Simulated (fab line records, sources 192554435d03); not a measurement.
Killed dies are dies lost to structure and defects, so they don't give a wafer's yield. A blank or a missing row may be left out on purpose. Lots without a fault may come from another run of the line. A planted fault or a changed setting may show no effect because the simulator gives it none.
Chamber matching | flow n5_finfet | N5_BEOL_M13_DESCUM_15 on rie_diel-06: 3 sister chambers
The step chemistry O2, time 7.9 s. 6 wafers are shown with their chamber, then 7 later ones without.

WAFERS WITH THEIR CHAMBER
wafer  | chamber | showerhead_plenum_p_Torr (Torr) | throttle_valve_pct (%)
L082.1 | 0       | 1.96                            | 20.83
L082.4 | 1       | 2.17                            | 20.25
L084.3 | 0       | 1.96                            | 20.84
L084.6 | 3       | 2.10                            | 20.49
L091.2 | 1       | 2.17                            | 20.27
L091.5 | 3       | 2.09                            | 20.51

WAFERS WITHOUT THEIR CHAMBER
wafer  | showerhead_plenum_p_Torr (Torr) | throttle_valve_pct (%)
L091.6 | 2.22                            | 20.45
L093.2 | 2.22                            | 20.47
L093.4 | 2.17                            | 20.26
L096.4 | 2.09                            | 20.51
L096.6 | 2.09                            | 20.52
L097.2 | 2.16                            | 20.26
L097.6 | 2.09                            | 20.52

WHICH CHAMBER EACH WENT THROUGH
wafer  | from the rows above | in truth
L091.6 | 1                   | 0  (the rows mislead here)
L093.2 | 1                   | 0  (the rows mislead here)
L093.4 | 1                   | 1
L096.4 | 3                   | 3
L096.6 | 3                   | 3
L097.2 | 1                   | 1
L097.6 | 3                   | 3
Placed correctly: 5 of 7. Can't be placed from these rows: 0. Placed wrongly: 2.
How it was worked out, from the rows above alone: a wafer's distance from a chamber is the root of the sum, over the readings, of the square of ((its reading less the chamber's mean) divided by the reading's scatter). The wafer belongs to the nearest chamber; if the next one is less than 2 further off, it can't be placed. A chamber's mean is the mean of its shown wafers. The scatter: the root of (the sum of the squares of (reading less its chamber's mean) over the shown wafers, divided by (wafers less chambers)).
